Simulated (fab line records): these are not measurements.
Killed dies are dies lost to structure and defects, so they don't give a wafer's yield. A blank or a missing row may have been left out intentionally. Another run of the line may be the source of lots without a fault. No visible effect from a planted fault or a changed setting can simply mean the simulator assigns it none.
Comparing a struck lot with a sound one || flow n5 finfet || 16 steps out of a route of 1938
Sound: wafers L546.1, L546.4, L546.6. Struck: wafer L566.6. (L566.2, L566.3 of the same lot were not struck and are left out.) The cause comes at the end.
For every step that has rows: the tool of each side, followed by ch and its chambers, followed by its first start. Under that, the readings that differ: sound wafers || struck wafers || difference of the means || sigmas: that difference in standard deviations of wafers without a fault.
alike: readings whose means differ by less than 2 such deviations, and words and numbers that are the same on both sides. not compared: withheld readings, readings that some wafer has no value for, bounds like >300 that may hide the same value, and numbers for which the record gives no deviation and whose values overlap.
A row with sigmas, a row that says differs or no value, or rows on one side alone: a step with any of these is where the two part. When numbers do not overlap yet have no deviation, they are printed without sigmas and do not part them. Lack of a reading on every wafer of one side parts them only where that side has two or more wafers.

first, 8 steps without rows for these wafers: N5_BEOL_M14_COAT_58 (time 60 s, resist thk 89 nm); N5_BEOL_M14_COAT_04 (resist thk 800 nm); N5_BEOL_M14_EBR_06; N5_BEOL_M14_SOFTBAKE_05 (time 60 s); N5_BEOL_M14_EXPOSE_07 (exposes mask V13); N5_BEOL_M14_PEB_08 (peb time 90 s); N5_BEOL_M14_DEVELOP_09 (develop time 45 s); N5_BEOL_M14_HARDBAKE_14 (time 120 s).
N5_BEOL_M14_CD_MEAS_10 targets a cd of 250 nm.
  sound on cd sem-01 ch 0, day 12 05:57; struck on cd sem-03 ch 0, day 17 12:05
  alike: cd nm
N5_BEOL_M14_OVL_MEAS_11:
  sound on overlay-02 ch 0, day 12 05:59; struck on overlay-01 ch 0, day 17 12:07
  alike: V13_OVL
N5_BEOL_M14_INSPECT_12: inspects for defects (macro).
  sound on defect inspect-02 at day 12 06:01; struck on defect inspect-01 at day 17 12:08
  alike: raw defect count
N5_BEOL_M14_DESCUM_15: chemistry O2, time 7.9 s.
  sound on rie diel-01 ch 1,3, day 12 06:02; struck on rie diel-01 ch 1, day 17 12:13
  alike: drypump motor current A, oes product au, rf vpp V, showerhead plenum p Torr, throttle valve pct
  not compared: rf hours counter h
N5_BEOL_M14_ETCH_59: etches BARC in N2/H2, target depth 89 nm, overetch 26.7 nm, time 67.9 s.
  sound on rie diel-01 ch 1,3, day 12 06:05; struck on rie diel-01 ch 1, day 17 12:16
{"reading": "model.coat_of_BEOL_M14_COAT_04.thk nm (nm)", "sound": "719.2 719.6 719.6", "struck": 690.4, "difference": -29.1, "sigmas": ""}
  alike: drypump motor current A, oes product au, rf vpp V, showerhead plenum p Torr, throttle valve pct
  not compared: rf hours counter h
N5_BEOL_M14_VIA_ETCH_16: etches SiO2 in C4F8/O2/Ar, target depth 1231.3 nm.
  sound on rie diel-01 ch 1,3, day 12 06:08; struck on rie diel-01 ch 1, day 17 12:19
{"reading": "model.coat_of_BEOL_M14_COAT_04.thk nm (nm)", "sound": "454.2 450 447", "struck": 420.6, "difference": -29.8, "sigmas": ""}
  alike: drypump motor current A, he inner torr, oes product au, rf vpp V, showerhead plenum p Torr, throttle valve pct
N5_BEOL_M14_STRIP_63: strips in O2.
  sound on rie diel-01 ch 1,3; struck on rie diel-01 ch 1
  alike: drypump motor current A, oes product au, rf vpp V, showerhead plenum p Torr, throttle valve pct
  not compared: rf hours counter h
following that, these wafers have no rows for 1 step: N5_PASSIVATION_PROBE_49.

## WHERE THEY PART
Nowhere in this record.

WHY: what the simulator had put in
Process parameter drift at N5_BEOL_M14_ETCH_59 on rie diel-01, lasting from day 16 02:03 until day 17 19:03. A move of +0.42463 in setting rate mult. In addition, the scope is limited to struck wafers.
